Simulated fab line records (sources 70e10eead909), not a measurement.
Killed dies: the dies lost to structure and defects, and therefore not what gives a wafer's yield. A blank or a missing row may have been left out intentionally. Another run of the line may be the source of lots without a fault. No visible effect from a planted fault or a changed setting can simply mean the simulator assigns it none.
fab line records | flow nand_harc
[record] lots = 7 wafers = 18 last_day = 33
route steps=1302 shown A_M1@1180 END@1302
lots that met no fault: taken from a fault-free run of the same line
start_h: hours from the record's opening day to when the first of the lot's shown wafers began | wait_h: hours from the lot's prior step to this one | " as in the row above | L1.1+2: a single row standing in for several wafers | - no value, or no start was given | * or withheld: withheld | < > ~ a bound
route shown NAME@n: names a module that has steps shown in the file, with the first one's number in the route | usual: mean and standard deviation over wafers with no fault | same: alike in all rows | chamber/n: place in a boat | sites: per-site readings | _std_site: the values' standard deviation | _edge_site: mean of outer sites minus mean of inner sites | radius_mm: how far each site lies from the wafer's centre | mask NAME#n: copy n | behind: the most recent tool/chamber to have shaped the wafer | hold: the reason the lot was held/the length of the hold in hours/how it ended | device: the transistor (n, p or np) that didn't switch | end of line: the route-end tests of the same wafers | a step with no rows: only its recipe | killed: at the first sort, the dies lost to defects and structure; wafer yield is something else | map: the dies of a wafer, with x for killed, . for not killed, _ for no die there
set.NAME: the setting as run; set.NAME@STEP: as run at that earlier step | model.NAME: the simulator's own value behind a step, which no gauge read
lots at some steps of the route; a table a step, a row a wafer
services: the hour from which a tool's chamber was out of use, counted from the record's first day as start_h (under 0 if before that day), plus the number of hours and why
[[steps]]
[step NHARC_A_M1_OVL_MEAS_10]
[recipe] pitch_nm = 240
[usual] overlay_x_nm = 0.0/0.86 overlay_y_nm = -0.1/0.96
// columns lot.wafer tool chamber start_h wait_h overlay_x_nm overlay_y_nm
L740.2 overlay-02 - 540.03 - 1.0 -0.3
L740.3 " - " " 0.7 0.4
L740.5 " - " " 1.0 0.1
L754.5 overlay-02 - 664.94 - 0.2 0.4
L754.6 " - " " -0.7 0.5
L753.5 overlay-02 - 666.54 - -1.7 0.9
L753.6 " - " " -1.1 0.7
L755.5 overlay-02 - 673.06 - 0.6 -1.1
L755.6 " - " " 0.4 -0.6
L758.3 overlay-01 - 722.43 - -1.0 -0.4
L758.4 " - " " -1.1 -0.2
L758.6 " - " " -1.2 -0.2
L762.1 overlay-02 - 740.11 - -0.8 -0.8
L762.5 " - " " -0.6 -0.6
L762.6 " - " " -0.4 -0.4
L761.2 overlay-01 - 743.23 - -0.4 0.5
L761.3 " - " " -0.7 0.8
L761.6 " - " " -1.3 1.0
[step NHARC_A_M1_INSPECT_11]
[usual] raw_defect_count = 80/38
// columns lot.wafer tool chamber start_h wait_h raw_defect_count
L740.2 defect_inspect-01 - 540.07 0.0 56
L740.3 " - " " 61
L740.5 " - " " 71
L754.5 defect_inspect-01 - 664.98 0.0 141
L754.6 " - " " 146
L753.5 defect_inspect-02 - 666.58 0.0 53
L753.6 " - " " 59
L755.5 defect_inspect-01 - 673.09 0.0 95
L755.6 " - " " 91
L758.3 defect_inspect-01 - 722.46 0.0 128
L758.4 " - " " 116
L758.6 " - " " 121
L762.1 defect_inspect-01 - 740.15 0.0 89
L762.5 " - " " 77
L762.6 " - " " 75
L761.2 defect_inspect-01 - 743.27 0.0 30
L761.3 " - " " 30
L761.6 " - " " 33
[step NHARC_A_M1_DESCUM_14]
[recipe] time_s = 3 o2_flow_sccm = 200 ar_flow_sccm = 0 bias_power_w = 0 chemistry = O2
[step NHARC_A_M1_ETCH_35]
[recipe] target_depth_a = 400 overetch_a = 120 time_s = 43.94 ion_energy_ev = 200 n2_flow_sccm = 150 h2_flow_sccm = 150 ar_flow_sccm = 0 rf_w = 400 bias_w = 150 chemistry = N2/H2
[usual] drypump_motor_current_A = 5.9/0.43 mfc_ar_sccm = 0.009/0.0096 oes_product_au = 0.997/0.011 rf_vpp_V = 431.1/3 showerhead_plenum_p_Torr = 2.06/0.11 throttle_valve_pct = 14.170/0.0085
// columns lot.wafer tool chamber start_h wait_h drypump_motor_current_A mfc_ar_sccm oes_product_au rf_hours_counter_h rf_vpp_V showerhead_plenum_p_Torr throttle_valve_pct
L740.3 rie_diel-11 1 540.23 0.1 6.0 0.002 1.000 2.4 430.9 2.02 14.177
L740.2 " 2 " " 5.9 0.003 0.990 2.5 427.3 1.90 14.167
L740.5 " 0 " " 5.4 0.012 0.987 - 435.3 2.19 14.166
L754.5 rie_diel-08 1 665.15 0.1 5.3 0 0.992 - 427.3 1.94 14.178
L754.6 " 2 " " 6.0 0 1.001 - 430.4 2.04 14.176
L753.5 rie_diel-08 3 666.74 0.1 5.8 0.009 1.013 - 433.6 2.15 14.170
L753.6 " 0 " " 5.5 0 1.003 - 430.7 2.03 14.180
L755.6 rie_diel-11 0 673.26 0.1 5.4 0.012 0.995 - 433.0 2.19 14.161
L755.5 " 1 " " 6.0 0.002 1.003 - 430.0 2.02 14.178
L758.4 rie_diel-05 1 722.62 0.1 5.2 0.027 0.992 7.6 433.3 2.14 14.186
L758.3 " 3 " " 6.4 0 1.004 8.8 427.8 1.96 14.189
L758.6 " 1 " " 5.2 0.027 0.998 - 433.6 2.14 14.172
L762.1 rie_diel-11 1 740.30 0.1 6.0 0.002 0.998 3.7 431.1 2.02 14.167
L762.6 " 0 " " 5.4 0.012 1.000 - 431.3 2.19 14.164
L762.5 " 1 " " 6.0 0.002 0.979 - 429.6 2.02 14.182
L761.2 rie_diel-08 1 743.42 0.1 5.3 0 0.980 0.2 427.1 1.94 14.173
L761.3 " 0 " " 5.5 0 1.002 0.3 430.5 2.03 14.164
L761.6 " 1 " " 5.3 0 0.977 - 427.5 1.94 14.168
[step NHARC_A_M1_ETCH_15]
[recipe] target_depth_a = 1825 time_s = 91.2 c4f8_flow_sccm = withheld ar_flow_sccm = 400 rf_w = 600 bias_w = 300 chemistry = C4F8/Ar
[usual] oes_product_au = 0.948/0.021 rf_vpp_V = 441/3.1
// columns lot.wafer tool chamber start_h wait_h oes_product_au rf_hours_counter_h rf_vpp_V
L740.3 rie_diel-11 2 - - 0.932 2.5 437
L740.2 " 3 " " 0.915 2.3 446
L740.5 " 3 " " 0.923 - 446
L754.5 rie_diel-08 3 - - 0.919 - 445
L754.6 " 0 " " 0.927 - 440
L753.6 rie_diel-08 3 - - 0.924 - 443
L753.5 " 0 " " 0.936 - 441
L755.6 rie_diel-11 2 - - 0.962 - 437
L755.5 " 3 " " 0.947 - 445
L758.4 rie_diel-05 3 - - 0.975 8.9 438
L758.3 " 1 " " 0.943 7.6 444
L758.6 " 0 " " 0.930 - 439
L762.1 rie_diel-11 0 - - 0.974 3.6 445
L762.6 " 0 " " 0.960 - 444
L762.5 " 1 " " 0.974 - 440
L761.2 rie_diel-08 0 - - 0.980 0.3 441
L761.3 " 2 " " 0.963 0.3 441
L761.6 " 1 " " 0.955 - 439
[step NHARC_A_M1_CD_MEAS_16]
[usual] cd_nm = 120.2/0.97
// columns lot.wafer tool chamber start_h wait_h cd_nm
L740.2 cd_sem-03 - 540.44 - 119.8
L740.3 " - " " 120.4
L740.5 " - " " 118.0
L754.5 cd_sem-02 - 665.35 - 120.6
L754.6 " - " " 120.9
L753.5 cd_sem-02 - 666.95 - 119.7
L753.6 " - " " 120.5
L755.5 cd_sem-02 - 673.47 - 121.0
L755.6 " - " " 120.3
L758.3 cd_sem-02 - 722.83 - 121.0
L758.4 " - " " 121.3
L758.6 " - " " 120.7
L762.1 cd_sem-01 - 740.51 - 120.8
L762.5 " - " " 120.2
L762.6 " - " " 119.5
L761.2 cd_sem-02 - 743.64 - 121.8
L761.3 " - " " 120.0
L761.6 " - " " 118.9
[step NHARC_A_M1_STRIP_18]
[recipe] power_w = 1000 n2_flow_sccm = 150 h2_flow_sccm = 150 ar_flow_sccm = 0 bias_w = 0 chemistry = N2/H2
[step NHARC_A_M1_ETCH_28]
[recipe] target_depth_a = 300 over_etch_frac = 0.3 time_s = 72.99 ion_energy_ev = 150 cf4_flow_sccm = 50 n2_flow_sccm = 100 ar_flow_sccm = 150 rf_w = 300 bias_w = 100 chemistry = CF4/N2
[step NHARC_A_M1_STRIP_19]
[recipe] time_s = 600 temp_c = 30 chemistry = post_etch_residue_remover
[step NHARC_A_M1_DEGAS_29]
[recipe] temp_c = 250 time_s = 60
[step NHARC_A_M1_PRE_CLEAN_30]
[recipe] time_s = 30 temp_c = 280 gas = H2/He
[usual] heater_power_w = 390/38
// columns lot.wafer tool chamber start_h wait_h heater_power_w
L740.2 pvd_sputter-02 - - - 437
L740.3 " - " " 391
L740.5 " - " " 384
L754.5 pvd_sputter-01 - - - 385
L754.6 " - " " 364
L753.5 pvd_sputter-01 - - - 453
L753.6 " - " " 340
L755.5 pvd_sputter-01 - - - 437
L755.6 " - " " 345
L758.3 pvd_sputter-02 - - - 380
L758.4 " - " " 395
L758.6 " - " " 395
L762.1 pvd_sputter-03 - - - 353
L762.6 " - " " 352
L762.5 " - " " 382
L761.2 pvd_sputter-01 - - - 368
L761.3 " - " " 463
L761.6 " - " " 366
[step NHARC_A_M1_PVD_20]
[recipe] target_thk_a = 50 bias_v = 168.6 power_w = 15000 chamber_pressure_pa = 0.12 time_s = 8.06 substrate_temp_c = 50 material = TaN
[usual] throttle_valve_pct = 29.4/0.89
// columns lot.wafer tool chamber start_h wait_h throttle_valve_pct
L740.2 pvd_sputter-02 - - - 28.8
L740.3 " - " " 30.8
L740.5 " - " " 30.2
L754.6 pvd_sputter-01 - - - 29.2
L754.5 " - " " 28.8
L753.6 pvd_sputter-01 - - - 29.0
L753.5 " - " " 29.3
L755.5 pvd_sputter-01 - - - 29.2
L755.6 " - " " 28.7
L758.4 pvd_sputter-02 - - - 29.2
L758.3 " - " " 31.0
L758.6 " - " " 28.9
L762.1 pvd_sputter-03 - - - 28.7
L762.5 " - " " 29.1
L762.6 " - " " 30.3
L761.3 pvd_sputter-01 - - - 29.0
L761.2 " - " " 27.8
L761.6 " - " " 29.2
[step NHARC_A_M1_PVD_21]
[recipe] target_thk_a = 300 chamber_pressure_pa = 5 power_w = 5000 substrate_temp_c = 30 time_s = 20.49 material = Cu
[usual] throttle_valve_pct = 29.4/0.93
// columns lot.wafer tool chamber start_h wait_h throttle_valve_pct
L740.2 pvd_sputter-02 - 541.42 - 28.8
L740.3 " - " " 30.9
L740.5 " - " " 31.1
L754.5 pvd_sputter-01 - 666.32 - 28.9
L754.6 " - " " 29.2
L753.6 pvd_sputter-01 - 671.82 - 29.3
L753.5 " - " " 28.8
L755.5 pvd_sputter-01 - 674.44 - 28.1
L755.6 " - " " 29.2
L758.3 pvd_sputter-02 - 723.77 - 31.0
L758.4 " - " " 32.0
L758.6 " - " " 30.9
L762.1 pvd_sputter-03 - 741.50 - 28.7
L762.5 " - " " 30.2
L762.6 " - " " 28.9
L761.2 pvd_sputter-01 - 744.58 - 28.1
L761.3 " - " " 29.3
L761.6 " - " " 29.2
[step NHARC_A_M1_ECD_22]
[recipe] target_thk_a = 4000 bath_temp_c = 25 material = Cu
[step NHARC_A_M1_ANNEAL_31]
[recipe] temp_c = 225 time_s = 90
[usual] wafer_temp_C_max = 226.18/0.26
// columns lot.wafer tool chamber start_h wait_h wafer_temp_C_max
L740.2 rtp_anneal-02 0 542.03 0.4 226.17
L740.3 " 0 " " 225.95
L740.5 " 0 " " 226.17
L754.5 rtp_anneal-01 0 667.00 - 226.22
L754.6 " 0 " " 226.23
L753.5 rtp_anneal-02 0 672.50 0.3 225.96
L753.6 " 0 " " 226.33
L755.5 rtp_anneal-02 0 675.19 0.4 226.39
L755.6 " 0 " " 226.16
L758.3 rtp_anneal-02 0 724.38 - 226.05
L758.4 " 0 " " 225.90
L758.6 " 0 " " 226.79
L762.1 rtp_anneal-02 0 742.02 - 226.06
L762.5 " 0 " " 226.45
L762.6 " 0 " " 225.82
L761.2 rtp_anneal-01 0 745.15 0.3 226.17
L761.3 " 0 " " 226.56
L761.6 " 0 " " 226.00
[step NHARC_A_M1_CMP_23]
[recipe] t_overpolish_s = 20 target_thk_nm = 154.34
[step NHARC_A_M1_SRD_25]
[step NHARC_A_M1_INSPECT_27]
[usual] raw_defect_count = 530/130
// columns lot.wafer tool chamber start_h wait_h raw_defect_count
L740.2 defect_inspect-01 - 542.80 0.0 568
L740.3 " - " " 440
L740.5 " - " " 474
L754.5 defect_inspect-02 - 671.50 0.0 445
L754.6 " - " " 560
L753.5 defect_inspect-02 - 673.11 0.0 405
L753.6 " - " " 291
L755.5 defect_inspect-01 - 675.80 0.0 896
L755.6 " - " " 924
L758.3 defect_inspect-02 - 725.09 0.0 540
L758.4 " - " " 542
L758.6 " - " " 673
L762.1 defect_inspect-01 - 742.84 0.0 363
L762.5 " - " " 376
L762.6 " - " " 430
L761.2 defect_inspect-01 - 745.91 0.0 425
L761.3 " - " " 415
L761.6 " - " " 341
[step NHARC_A_M1_PRE_CLEAN_32]
[recipe] time_s = 12 temp_c = 370 rf_power_w = 300 gas = NH3
[step NHARC_A_M1_DEP_33]
[recipe] target_thk_a = 300 temp_c = 370 target_thk_nm = 30 pressure_torr = 3 flow_sccm = 200 rf_w = 450 material = SiCN
[step NHARC_END_SORT_01]
[recipe] temp_c = 25
[usual] defect_limited_yield = 92.3/2.7 killed_at_array = 47/18 killed_at_other = 0.9/1.1 killed_at_periphery = 4/3.1 killed_dies = 52/18 killed_open = 3.1/1.5 killed_short = 2.4/1.5 sort_bin_2_pct = 2.7/1.2 sort_bin_3_pct = 0.6/0.38 sort_bin_4_pct = 4.5/1.5 sort_n_pass = 625/18 sort_rim_yield_pct = 89/4.5 sort_yield_pct = 92.3/2.7
[same] gross_dies = 677 sort_bin_5_pct[%] = 0 sort_bin_6_pct[%] = 0 sort_bin_7_pct[%] = 0 sort_bin_8_pct[%] = 0 sort_rim_n_gross = 106.00
// columns lot.wafer tool chamber start_h wait_h defect_limited_yield[%] killed_at_array killed_at_other killed_at_periphery killed_dies killed_open killed_short sort_bin_2_pct[%] sort_bin_3_pct[%] sort_bin_4_pct[%] sort_n_pass sort_rim_yield_pct[%] sort_yield_pct[%]
L740.2 prober-02 0 577.36 2.8 92.9 39 2 7 48 5 1 2.4 0.3 4.4 629 91 92.9
L740.3 prober-02 0 578.15 3.1 93.6 38 1 4 43 3 1 3.2 0.4 2.7 634 92 93.6
L740.5 prober-02 0 579.72 3.7 92.0 45 0 9 54 3 3 1.6 1.0 5.3 623 90 92.0
L753.5 prober-02 0 706.97 3.7 0 670 0 7 677 2 2 95.7 0.6 3.7 0 0 0
L753.6 prober-02 0 707.77 4.0 0 673 0 4 677 4 2 95.6 0.6 3.8 0 0 0
L754.5 prober-01 0 706.99 3.7 0 670 0 7 677 2 3 93.8 1.0 5.2 0 0 0
L754.6 prober-01 0 707.78 3.9 0 673 0 4 677 4 2 91.9 2.1 6.1 0 0 0
L755.5 prober-02 0 714.78 3.7 0 663 1 13 677 4 1 91.6 0.9 7.5 0 0 0
L755.6 prober-02 0 715.58 4.0 0 666 0 11 677 5 1 94.7 0.9 4.4 0 0 0
L761.2 prober-01 0 781.08 2.8 96.2 24 0 2 26 2 2 0.9 0.1 2.8 651 95 96.2
L761.3 prober-01 0 781.87 3.1 96.3 24 1 0 25 3 3 1.0 0.1 2.5 652 95 96.3
L761.6 prober-01 0 784.25 4.0 94.7 31 3 2 36 1 3 2.1 0.6 2.7 641 94 94.7
L762.1 prober-01 0 788.08 2.5 92.6 42 0 8 50 3 2 2.2 0.1 5.0 627 85 92.6
L762.5 prober-01 0 791.28 3.7 92.0 47 3 4 54 4 3 3.7 0.7 3.5 623 85 92.0
L762.6 prober-01 0 792.09 4.0 92.2 44 1 8 53 6 1 2.7 1.0 4.1 624 81 92.2
// killed by level:class
L740.2 A_SLIT:chamber_film_flake=15 A_CHANNEL_HOLE_D2:chamber_film_flake=6 P_CONTACT:chamber_film_flake=5 A_STAIRCASE:chamber_film_flake=5 A_CONTACT:chamber_film_flake=5 A_WL_FILL:chamber_film_flake=4 STARTING-WAFER:geometric_particle:open=2 P_STI:geometric_particle:open=1
L740.3 A_SLIT:chamber_film_flake=21 A_STAIRCASE:chamber_film_flake=5 A_CHANNEL_HOLE_D2:chamber_film_flake=4 P_CONTACT:chamber_film_flake=3 A_WL_FILL:chamber_film_flake=2 A_CONTACT:chamber_film_flake=2 A_ONON_D1:geometric_particle:short=1 A_DECK1_JOINT:geometric_particle:open=1
L740.5 A_SLIT:chamber_film_flake=20 A_WL_FILL:chamber_film_flake=6 P_CONTACT:chamber_film_flake=5 A_STAIRCASE:chamber_film_flake=5 A_CHANNEL_HOLE_D1:chamber_film_flake=3 A_CONTACT:chamber_film_flake=3 A_CHANNEL_HOLE_D2:chamber_film_flake=2 A_M0:chamber_film_flake=2
L753.5 A_M1:area_pvd=641 A_CHANNEL_HOLE_D1:chamber_film_flake=15 P_GATE:chamber_film_flake=4 A_SLIT:chamber_film_flake=3 P_STI:chamber_film_flake=2 A_CHANNEL_FILL_D2:chamber_film_flake=2 A_STAIRCASE:chamber_film_flake=2 A_BONDPAD:chamber_film_flake=2
L754.5 A_M1:area_pvd=610 A_SLIT:chamber_film_flake=21 A_CHANNEL_HOLE_D1:chamber_film_flake=12 A_CHANNEL_HOLE_D2:chamber_film_flake=9 A_STAIRCASE:chamber_film_flake=4 A_BONDPAD:chamber_film_flake=4 P_GATE:chamber_film_flake=3 A_CONTACT:chamber_film_flake=3
L753.6 A_M1:area_pvd=629 A_CHANNEL_HOLE_D1:chamber_film_flake=29 A_SLIT:chamber_film_flake=3 A_STAIRCASE:chamber_film_flake=3 A_BONDPAD:chamber_film_flake=2 P_CONTACT:geometric_particle:open=1 P_M0:geometric_particle:open=1 A_CHANNEL_HOLE_D1:geometric_particle:open=1
L754.6 A_M1:area_pvd=593 A_CHANNEL_HOLE_D1:chamber_film_flake=35 A_SLIT:chamber_film_flake=22 A_CHANNEL_HOLE_D2:chamber_film_flake=9 A_BONDPAD:chamber_film_flake=5 A_ONON_D1:geometric_particle:short=2 P_STI:chamber_film_flake=2 A_STAIRCASE:chamber_film_flake=2
L755.5 A_M1:area_pvd=590 A_CHANNEL_HOLE_D1:chamber_film_flake=33 A_CHANNEL_HOLE_D2:chamber_film_flake=16 A_CONTACT:chamber_film_flake=8 P_CONTACT:chamber_film_flake=7 A_STAIRCASE:chamber_film_flake=6 A_SLIT:chamber_film_flake=5 P_GATE:chamber_film_flake=3
L755.6 A_M1:area_pvd=621 A_CHANNEL_HOLE_D1:chamber_film_flake=14 A_CHANNEL_HOLE_D2:chamber_film_flake=14 A_CONTACT:chamber_film_flake=8 P_CONTACT:chamber_film_flake=4 P_ZERO_WELL:chamber_film_flake=3 P_M2:chamber_film_flake=3 A_M0:geometric_particle:open=2
L761.2 A_CONTACT:chamber_film_flake=7 A_CHANNEL_HOLE_D2:chamber_film_flake=3 A_ZERO_WELL:chamber_film_flake=2 A_CHANNEL_HOLE_D1:unspecified=2 A_CHANNEL_FILL_D1:chamber_film_flake=2 A_SLIT:chamber_film_flake=2 P_M0:geometric_particle:short=1 A_CHANNEL_FILL_D1:geometric_particle:short=1
L761.3 A_CONTACT:chamber_film_flake=7 A_SLIT:chamber_film_flake=4 A_CHANNEL_FILL_D1:chamber_film_flake=2 A_STAIRCASE:chamber_film_flake=2 A_ONON_D1:geometric_particle:short=1 A_CHANNEL_HOLE_D1:geometric_particle:open=1 A_CHANNEL_FILL_D1:geometric_particle:open=1 A_ONON_D2:geometric_particle:short=1
L761.6 A_SLIT:chamber_film_flake=10 A_CONTACT:chamber_film_flake=9 A_CHANNEL_HOLE_D2:chamber_film_flake=3 P_GATE:chamber_film_flake=2 A_CHANNEL_FILL_D1:chamber_film_flake=2 A_DECK1_JOINT:chamber_film_flake=2 THIN_TSV:chamber_film_flake=2 A_ONON_D1:geometric_particle:short=1
L762.1 A_CHANNEL_HOLE_D2:chamber_film_flake=18 A_CHANNEL_HOLE_D1:chamber_film_flake=8 P_M2:chamber_film_flake=6 A_SLIT:chamber_film_flake=5 A_CONTACT:chamber_film_flake=3 A_STAIRCASE:chamber_film_flake=2 P_CONTACT:geometric_particle:short=1 P_M1:geometric_particle:open=1
L762.5 A_CHANNEL_HOLE_D2:chamber_film_flake=22 A_CHANNEL_HOLE_D1:chamber_film_flake=12 A_CONTACT:chamber_film_flake=4 P_M2:chamber_film_flake=3 A_SLIT:chamber_film_flake=2 THIN_TSV:chamber_film_flake=2 A_CHANNEL_FILL_D1:geometric_particle:open=1 A_DECK1_JOINT:geometric_particle:open=1
L762.6 A_CHANNEL_HOLE_D2:chamber_film_flake=17 A_CHANNEL_HOLE_D1:chamber_film_flake=11 A_SLIT:chamber_film_flake=5 P_M2:chamber_film_flake=3 A_CONTACT:chamber_film_flake=3 P_M1:geometric_particle:open=2 P_M2:geometric_particle:open=2 A_ZERO_WELL:chamber_film_flake=2
// map L753.5 (x killed, . not)
____________x____________
_________xxxxxxx_________
_______xxxxxxxxxxx_______
______xxxxxxxxxxxxx______
_____xxxxxxxxxxxxxxx_____
____xxxxxxxxxxxxxxxxx____
____xxxxxxxxxxxxxxxxx____
___xxxxxxxxxxxxxxxxxxx___
___xxxxxxxxxxxxxxxxxxx___
__xxxxxxxxxxxxxxxxxxxxx__
__xxxxxxxxxxxxxxxxxxxxx__
_xxxxxxxxxxxxxxxxxxxxxxx_
_xxxxxxxxxxxxxxxxxxxxxxx_
_xxxxxxxxxxxxxxxxxxxxxxx_
_xxxxxxxxxxxxxxxxxxxxxxx_
_xxxxxxxxxxxxxxxxxxxxxxx_
xxxxxxxxxxxxxxxxxxxxxxxxx
xxxxxxxxxxxxxxxxxxxxxxxxx
xxxxxxxxxxxxxxxxxxxxxxxxx
xxxxxxxxxxxxxxxxxxxxxxxxx
xxxxxxxxxxxxxxxxxxxxxxxxx
_xxxxxxxxxxxxxxxxxxxxxxx_
_xxxxxxxxxxxxxxxxxxxxxxx_
_xxxxxxxxxxxxxxxxxxxxxxx_
_xxxxxxxxxxxxxxxxxxxxxxx_
_xxxxxxxxxxxxxxxxxxxxxxx_
__xxxxxxxxxxxxxxxxxxxxx__
__xxxxxxxxxxxxxxxxxxxxx__
___xxxxxxxxxxxxxxxxxxx___
___xxxxxxxxxxxxxxxxxxx___
____xxxxxxxxxxxxxxxxx____
____xxxxxxxxxxxxxxxxx____
_____xxxxxxxxxxxxxxx_____
______xxxxxxxxxxxxx______
_______xxxxxxxxxxx_______
_________xxxxxxx_________
____________x____________
// map L754.5 (x killed, . not)
____________x____________
_________xxxxxxx_________
_______xxxxxxxxxxx_______
______xxxxxxxxxxxxx______
_____xxxxxxxxxxxxxxx_____
____xxxxxxxxxxxxxxxxx____
____xxxxxxxxxxxxxxxxx____
___xxxxxxxxxxxxxxxxxxx___
___xxxxxxxxxxxxxxxxxxx___
__xxxxxxxxxxxxxxxxxxxxx__
__xxxxxxxxxxxxxxxxxxxxx__
_xxxxxxxxxxxxxxxxxxxxxxx_
_xxxxxxxxxxxxxxxxxxxxxxx_
_xxxxxxxxxxxxxxxxxxxxxxx_
_xxxxxxxxxxxxxxxxxxxxxxx_
_xxxxxxxxxxxxxxxxxxxxxxx_
xxxxxxxxxxxxxxxxxxxxxxxxx
xxxxxxxxxxxxxxxxxxxxxxxxx
xxxxxxxxxxxxxxxxxxxxxxxxx
xxxxxxxxxxxxxxxxxxxxxxxxx
xxxxxxxxxxxxxxxxxxxxxxxxx
_xxxxxxxxxxxxxxxxxxxxxxx_
_xxxxxxxxxxxxxxxxxxxxxxx_
_xxxxxxxxxxxxxxxxxxxxxxx_
_xxxxxxxxxxxxxxxxxxxxxxx_
_xxxxxxxxxxxxxxxxxxxxxxx_
__xxxxxxxxxxxxxxxxxxxxx__
__xxxxxxxxxxxxxxxxxxxxx__
___xxxxxxxxxxxxxxxxxxx___
___xxxxxxxxxxxxxxxxxxx___
____xxxxxxxxxxxxxxxxx____
____xxxxxxxxxxxxxxxxx____
_____xxxxxxxxxxxxxxx_____
______xxxxxxxxxxxxx______
_______xxxxxxxxxxx_______
_________xxxxxxx_________
____________x____________
[[services]]
// columns tool chamber start_h hours kind
pvd_sputter-03 - 526.08 10.0 pm
rie_diel-11 0 539.50 - clean
rie_diel-11 1 539.50 - clean
rie_diel-11 2 539.50 - clean
rie_diel-11 3 539.50 - clean
rie_diel-08 - 544.80 9.0 pm
rie_diel-08 2 559.72 1.6 repair
rie_diel-11 0 564.00 - clean
rie_diel-05 2 569.75 7.2 repair
pvd_sputter-01 - 582.00 10.0 pm
rie_diel-05 - 583.60 9.0 pm
pvd_sputter-02 - 603.37 4.7 repair
rie_diel-11 - 609.50 9.0 pm
rie_diel-08 2 617.62 14.2 repair
rie_diel-11 3 621.92 5.1 repair
rie_diel-11 1 634.95 1.9 repair
pvd_sputter-02 - 638.00 10.0 pm
pvd_sputter-02 - 648.99 3.2 repair
rie_diel-08 0 656.34 8.3 repair
rie_diel-05 2 671.64 5.2 repair
pvd_sputter-03 - 704.08 10.0 pm
rie_diel-08 - 721.80 9.0 pm
rtp_anneal-02 - 744.22 12.0 pm
rie_diel-08 0 745.03 34.5 repair
[[key]]
[first_sign] step = NHARC_END_SORT_01 reading = sort_bin_2_pct direction = up sigmas = 77 usual = 2.7 struck = 93.9
[effect] step = NHARC_END_SORT_01 reading = killed_at_array direction = up sigmas = 35 usual = 47 struck = 669
[more_kills_born_at] NHARC_A_M1_PVD_21@pvd_sputter-01 = 3684
met_at NHARC_A_M1_PVD_21
struck_wafers L753.5,L753.6,L754.5,L754.6,L755.5,L755.6
later_rows_left_out L753.5,L753.6,L754.5,L754.6,L755.5,L755.6
[fault] kind = process_parameter_drift tool = pvd_sputter-01 chamber = - onset_h = 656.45 steps = NHARC_A_M1_PVD_21 channel = target_thk_a offset = * shape = step end_h = 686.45 scope = struck_wafers_only acts_in = * stated = *
// later_rows_left_out: the simulator's readings of these wafers behind a module that went badly wrong aren't trusted and aren't shown, but for the sort
